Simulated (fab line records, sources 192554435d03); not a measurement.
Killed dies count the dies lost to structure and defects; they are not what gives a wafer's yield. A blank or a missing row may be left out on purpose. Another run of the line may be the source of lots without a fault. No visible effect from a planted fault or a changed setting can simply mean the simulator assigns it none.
Split-lot trial    flow n5-finfet    7 lots, 39 wafers read, on a route of 1938 steps

## ABOUT THE SPLIT
At N5_GATE_CUT_ETCH_58 (etches SiNx in CH3F/O2, target depth 17 nm, time 128.6 s), the setting bias-w was moved away from the recipe's 21 W on 15 of the 39 wafers read, by -13.4% to +16.1%. This setting was run at the recipe's value on the other wafers.

The reading comes from the split's own step.

## THE READING
rf-vpp-V, in V, at N5_GATE_CUT_ETCH_58 (etches SiNx in CH3F/O2, target depth 17 nm, time 128.6 s). Typical for fault-free wafers on this fab line: 98.9 V, with standard deviation 0.92 V.

wafer   tool, chamber at the split  bias-w as run, W  against the recipe  rf-vpp-V, V  against lot-mates on the recipe
L076.1  rie-diel-03, 0              18.19             -13.4%              89.5         -8.9
L076.2  rie-diel-03, 2              21                recipe              98.8         -
L076.3  rie-diel-03, 3              21                recipe              98.5         -
L076.4  rie-diel-03, 2              21                recipe              98.0         -
L076.5  rie-diel-03, 3              18.19             -13.4%              90.4         -8.0
L076.6  rie-diel-03, 0              18.19             -13.4%              89.8         -8.6
L077.1  rie-diel-02, 0              21                recipe              99.2         -
L077.2  rie-diel-02, 2              21                recipe              98.5         -
L077.3  rie-diel-02, 3              21                recipe              97.3         -
L077.4  rie-diel-02, 0              21                recipe              99.3         -
L077.5  rie-diel-02, 2              21                recipe              99.2         -
L077.6  rie-diel-02, 3              21                recipe              98.2         -
L079.1  rie-diel-03, 1              23.86             +13.6%              109.1        +10.6
L079.2  rie-diel-03, 0              23.86             +13.6%              107.6        +9.1
L079.3  rie-diel-03, 2              21                recipe              99.2         -
L079.4  rie-diel-03, 1              21                recipe              99.3         -
L079.5  rie-diel-03, 0              21                recipe              97.0         -
L079.6  rie-diel-03, 2              23.86             +13.6%              106.3        +7.8
L083.1  rie-diel-03, 0              21                recipe              98.6         -
L083.2  rie-diel-03, 3              21                recipe              99.0         -
L083.3  rie-diel-03, 1              21                recipe              101.6        -
L083.4  rie-diel-03, 2              24.39             +16.1%              108.7        +9.0
L083.5  rie-diel-03, 3              24.39             +16.1%              109.9        +10.2
L083.6  rie-diel-03, 2              24.39             +16.1%              110.0        +10.3
L086.1  rie-diel-06, 0              23.49             +11.9%              107.2        +7.8
L086.2  rie-diel-06, 1              23.49             +11.9%              106.7        +7.3
L086.3  rie-diel-06, 2              21                recipe              99.4         -
L086.4  rie-diel-06, 3              23.49             +11.9%              106.0        +6.6
L086.5  rie-diel-06, 1              21                recipe              99.2         -
L086.6  rie-diel-06, 0              21                recipe              99.6         -
L089.1  rie-diel-06, 3              21                recipe              99.0         -
L089.2  rie-diel-06, 0              21                recipe              98.0         -
L089.3  rie-diel-06, 1              22.9              +9.0%               104.5        +5.7
L089.4  rie-diel-06, 0              22.9              +9.0%               103.4        +4.6
L089.5  rie-diel-06, 3              21                recipe              99.5         -
L089.6  rie-diel-06, 1              22.9              +9.0%               105.2        +6.4
L093.3  rie-diel-06, 0              21                recipe              98.6         -
L093.4  rie-diel-06, 2              21                recipe              98.2         -
L093.5  rie-diel-06, 2              21                recipe              98.6         -

FIT RESULTS
A straight line over all 39 wafers: rf-vpp-V changes by +0.657 V for each +1% of bias-w; r = +0.99; the points scatter about the line by 0.85 V.
The same after taking each lot's own level away (the mean of its wafers on the recipe; 39 wafers): +0.63 V for each +1%; r = +0.99; scatter 0.79 V.
According to that fit, moving bias-w by its largest amount changes the reading by 10 V.
The span of the lots' own levels, 98.43 to 99.73 V, comes to 1.4 times the standard deviation stated above.
So the lot-to-lot level changes the slope little: the two slopes agree.
Check: for one of the wafers moved furthest among these (+16.1%), held out of the fit, the line's prediction against its lot-mates is +10.3 V. Against them it came out at +8.97 V.
Tool readings at the split's step, against how far the setting was moved: rf-vpp-V r = +0.99.

## ADDITIONAL SPLITS CARRIED BY THESE WAFERS
Before the reading, these wafers also passed through other splits. Each is held against what the fit with the lots' levels taken away leaves over:
other split on the same wafers   wafers away from the commonest value  r with rf-vpp-V (lot level and that fit taken away)
N5_FIN_CUT_ETCH_21 bias-w        9                                     -0.01
N5_DUMMY_GATE_EXPOSE_12 dose-mj  12                                    +0.11
N5_SD_EPI_N_EPI_21 temp-c        15                                    +0.15
N5_HKMG_FIN_ETCH_58 source-w     15                                    -0.09

## THE WHOLE CHAIN: every reading that the file lists as answering this split, in the file's order
step                 what it does                                              reading                                                         change (the file's fit)                r (the file's)
N5_GATE_CUT_ETCH_58  etches SiNx in CH3F/O2, target depth 17 nm, time 128.6 s  rf-vpp-V                                                        +0.629 V for each +1% of the setting   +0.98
N5_GATE_CUT_ETCH_58  etches SiNx in CH3F/O2, target depth 17 nm, time 128.6 s  etch.depth-nm (the simulator's own value, which no gauge read)  +0.064 nm for each +1% of the setting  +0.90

## THE FILE'S OWN FIT
rf-vpp-V changes by +0.629 V for each +1% of bias-w, r = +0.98.
